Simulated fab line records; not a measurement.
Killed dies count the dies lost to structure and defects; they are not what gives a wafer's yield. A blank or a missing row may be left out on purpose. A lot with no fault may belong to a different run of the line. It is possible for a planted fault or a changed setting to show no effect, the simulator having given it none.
Which tool was responsible?    flow n5 finfet    11 lots with 33 wafers sampled at 5 steps, on a route of 1938 steps

WHAT THE GAUGES READ, wafer by wafer
N5_BEOL_M1_CD_MEAS_35: target cd 18 nm, target cd y 21 nm. Usual: cd nm reads 17.9 nm (standard deviation 0.34).
lot   measured      on         cd nm (nm)      flag
L392  day 6 04:49   cd sem-03  17.5 17.8 18.0  
L393  day 6 09:31   cd sem-03  18.4 18.1 17.7  
L394  day 6 22:20   cd sem-01  17.5 17.6 17.7  
L396  day 7 03:21   cd sem-02  18.2 18.1 18.2  
L400  day 8 07:56   cd sem-01  17.4 17.7 17.8  
L401  day 8 13:20   cd sem-03  17.3 17.4 17.5  
L403  day 8 20:27   cd sem-01  17.2 17.4 17.8  
L405  day 9 16:12   cd sem-02  18.0 17.9 17.8  
L410  day 11 05:47  cd sem-03  18.2 18.4 18.6  
L412  day 11 10:07  cd sem-02  18.3 18.0 18.1  
L413  day 11 13:48  cd sem-02  17.9 18.5 18.0  

N5_BEOL_M4_RC_MEAS_101. Usual: DIBL_N 36.2 mV/V, standard deviation 1.6; DIBL_P 36.5 mV/V, standard deviation 1.9; IOFF_N 0.158 nA/um, standard deviation 0.027; IOFF_P 0.21 nA/um, standard deviation 0.038; ION_N 675 uA/um, standard deviation 12; ION_P 464 uA/um, standard deviation 8.9; SS_N 71.5 mV/dec, standard deviation 0.61; SS_P 73.4 mV/dec, standard deviation 0.59; VT_N 250.4 mV, standard deviation 3; VT_P -250 mV, standard deviation 3.6.
lot   measured      on         DIBL_N (mV/V)   DIBL_P (mV/V)   IOFF_N (nA/um)     IOFF_P (nA/um)  ION_N (uA/um)  ION_P (uA/um)  SS_N (mV/dec)   SS_P (mV/dec)   VT_N (mV)          VT_P (mV)       flag
L392  day 7 23:20   prober-02  34.3 36.1 36.9  35.5 38.0 38.7  0.138 0.161 0.184  0.19 0.24 0.25  668 682 688    457 466 465    70.9 71.5 72.0  72.3 72.9 73.2  252.3 252.3 249.9  -251 -251 -246  
L393  day 7 20:24   prober-01  37.7 36.3 38.5  38.5 36.5 39.0  0.175 0.146 0.194  0.26 0.22 0.27  683 676 683    474 472 468    72.3 71.1 72.0  74.0 73.0 74.1  251.0 251.9 247.4  -247 -250 -245  
L394  day 8 02:20   prober-01  35.1 34.4 34.1  35.1 34.7 33.3  0.140 0.130 0.114  0.18 0.18 0.16  670 663 656    458 461 449    71.4 70.9 71.2  73.4 73.1 72.0  250.7 255.0 254.7  -254 -254 -255  
L396  day 8 18:03   prober-02  34.7 36.7 35.4  34.0 37.3 35.1  0.134 0.164 0.147  0.16 0.21 0.17  658 661 650    450 457 446    70.6 71.9 71.8  72.6 73.3 72.7  253.2 253.0 254.2  -257 -250 -256  
L400  day 9 20:32   prober-01  37.5 39.8 36.0  36.6 38.7 34.4  0.156 0.211 0.128  0.18 0.21 0.16  666 682 651    452 453 437    71.0 72.3 71.1  73.1 73.9 73.0  250.0 246.5 256.1  -257 -255 -259  
L401  day 10 02:59  prober-02  37.6 35.8 35.6  38.5 37.4 37.4  0.184 0.158 0.165  0.24 0.22 0.22  698 686 696    475 467 477    72.1 71.1 71.1  73.9 73.5 73.4  245.7 250.7 247.4  -249 -249 -248  
L403  day 10 11:46  prober-01  34.9 36.5 38.2  35.8 37.3 39.0  0.142 0.175 0.209  0.19 0.20 0.25  671 691 705    463 464 474    70.5 70.8 72.8  73.5 73.8 73.6  251.0 245.7 246.5  -250 -251 -246  
L405  day 11 09:55  prober-02  36.5 35.6 36.6  35.8 35.8 36.3  0.149 0.133 0.158  0.23 0.24 0.24  669 668 687    466 473 477    72.0 71.4 71.9  73.0 73.2 73.9  250.0 252.2 248.9  -248 -245 -247  
L410  day 12 17:14  prober-01  35.9 37.0 38.6  35.2 37.2 40.1  0.144 0.162 0.212  0.20 0.23 0.30  699 691 705    475 467 488    71.7 71.6 72.1  73.5 74.1 74.0  248.9 248.4 245.7  -250 -251 -242  
L412  day 13 19:52  prober-02  38.4 37.6 37.1  36.8 36.5 35.7  0.179 0.163 0.161  0.26 0.25 0.22  673 666 658    468 467 457    72.1 72.0 72.8  73.3 74.1 73.2  249.6 249.4 253.0  -247 -247 -247  
L413  day 13 14:35  prober-02  35.7 36.8 35.6  35.7 38.1 36.5  0.158 0.175 0.165  0.18 0.23 0.20  677 666 677    459 457 468    71.2 71.6 71.4  72.7 73.8 72.8  248.8 247.5 248.2  -254 -250 -251  

EACH LOT AND THE TOOL THAT RAN IT (in order: tool; ch and the chambers of the sampled wafers; start)
lot   N5_BEOL_M1_ANNEAL_49          N5_BEOL_M1_SPUTTER_86         N5_BEOL_M1_ANNEAL_87
L392  pvd sputter-01, day 6 07:24   pvd sputter-01, day 6 08:02   pvd sputter-01, day 6 08:07
L393  pvd sputter-01, day 6 10:32   pvd sputter-01, day 6 11:10   pvd sputter-01, day 6 11:15
L394  pvd sputter-03, day 6 23:51   pvd sputter-03, day 7 00:26   pvd sputter-03, day 7 00:31
L396  pvd sputter-03, day 7 04:13   pvd sputter-03, day 7 04:48   pvd sputter-03, day 7 04:53
L400  pvd sputter-02, day 8 09:37   pvd sputter-02, day 8 10:12   pvd sputter-02, day 8 10:17
L401  pvd sputter-02, day 8 14:19   pvd sputter-02, day 8 14:53   pvd sputter-02, day 8 14:58
L403  pvd sputter-03, day 8 21:28   pvd sputter-03, day 8 22:02   pvd sputter-03, day 8 22:07
L405  pvd sputter-02, day 9 17:41   pvd sputter-02, day 9 18:16   pvd sputter-02, day 9 18:21
L410  pvd sputter-02, day 11 07:05  pvd sputter-02, day 11 07:40  pvd sputter-02, day 11 07:44
L412  pvd sputter-02, day 11 11:46  pvd sputter-02, day 11 12:20  pvd sputter-02, day 11 12:25
L413  pvd sputter-03, day 11 14:55  pvd sputter-03, day 11 15:30  pvd sputter-03, day 11 15:35
- N5_BEOL_M1_ANNEAL_49: time 240 s.
- N5_BEOL_M1_SPUTTER_86: material Cu, target thk 4.5 nm, time 8.29 s.
- N5_BEOL_M1_ANNEAL_87: time 240 s.

WHAT THE TOOLS THEMSELVES READ (means of the sampled wafers that have a number; where no wafer has one, the mark that the record gives instead)
N5_BEOL_M1_ANNEAL_49. Usual: heater power w 824 W, standard deviation 83; susceptor temp C 400.00 C, standard deviation 0.23.
lot   tool            heater power w (W)  susceptor temp C (C)  flag
L392  pvd sputter-01  746                 399.76                
L393  pvd sputter-01  744                 399.88                
L394  pvd sputter-03  794                 400.01                
L396  pvd sputter-03  816                 399.88                
L400  pvd sputter-02  871                 399.89                
L401  pvd sputter-02  866                 400.13                
L403  pvd sputter-03  829                 399.98                
L405  pvd sputter-02  852                 399.94                
L410  pvd sputter-02  859                 399.85                
L412  pvd sputter-02  927                 399.87                
L413  pvd sputter-03  796                 400.21                

N5_BEOL_M1_SPUTTER_86. Usual: throttle valve pct reads 30.1 % (standard deviation 0.72).
lot   tool            throttle valve pct (%)  flag
L392  pvd sputter-01  30.7                    
L393  pvd sputter-01  30.3                    
L394  pvd sputter-03  29.7                    
L396  pvd sputter-03  30.0                    
L400  pvd sputter-02  29.9                    
L401  pvd sputter-02  30.5                    
L403  pvd sputter-03  30.0                    
L405  pvd sputter-02  30.4                    
L410  pvd sputter-02  30.4                    
L412  pvd sputter-02  30.2                    
L413  pvd sputter-03  30.2                    

N5_BEOL_M1_ANNEAL_87. Usual: heater power w 825 W, standard deviation 83; susceptor temp C 400.01 C, standard deviation 0.22.
lot   tool            heater power w (W)  susceptor temp C (C)  flag
L392  pvd sputter-01  740                 400.10                
L393  pvd sputter-01  763                 400.15                
L394  pvd sputter-03  805                 399.89                
L396  pvd sputter-03  808                 399.97                
L400  pvd sputter-02  871                 399.93                
L401  pvd sputter-02  862                 399.87                
L403  pvd sputter-03  821                 400.20                
L405  pvd sputter-02  862                 400.06                
L410  pvd sputter-02  -                   -                     OFF
L412  pvd sputter-02  -                   -                     OFF
L413  pvd sputter-03  -                   -                     OFF

THE ANSWER, worked out from the rows above alone
Rule: a lot is off if the mean of its wafers that have a number lies more than 3 standard deviations from the usual mean. A lot without any number at a reading at which 4 lots or more have one is off too. The other lots that the step has rows for count as sound. After the gauges, taken in route order, come the tools' own readings; for these a lot's mean is taken, as printed above. The first step at which some lot is off is used, and at that step the reading that is off furthest; a lot without a number counts as furthest.
Off at N5_BEOL_M1_ANNEAL_87 (heater power w): L410, L412, L413. Without a number there: L410, L412, L413.
A tool fits if, at that step or a process step before it, it ran every lot that is off, and no sound lot after the first of them. None of those tried fits.

WHAT HAD BEEN PUT IN BY THE SIMULATOR
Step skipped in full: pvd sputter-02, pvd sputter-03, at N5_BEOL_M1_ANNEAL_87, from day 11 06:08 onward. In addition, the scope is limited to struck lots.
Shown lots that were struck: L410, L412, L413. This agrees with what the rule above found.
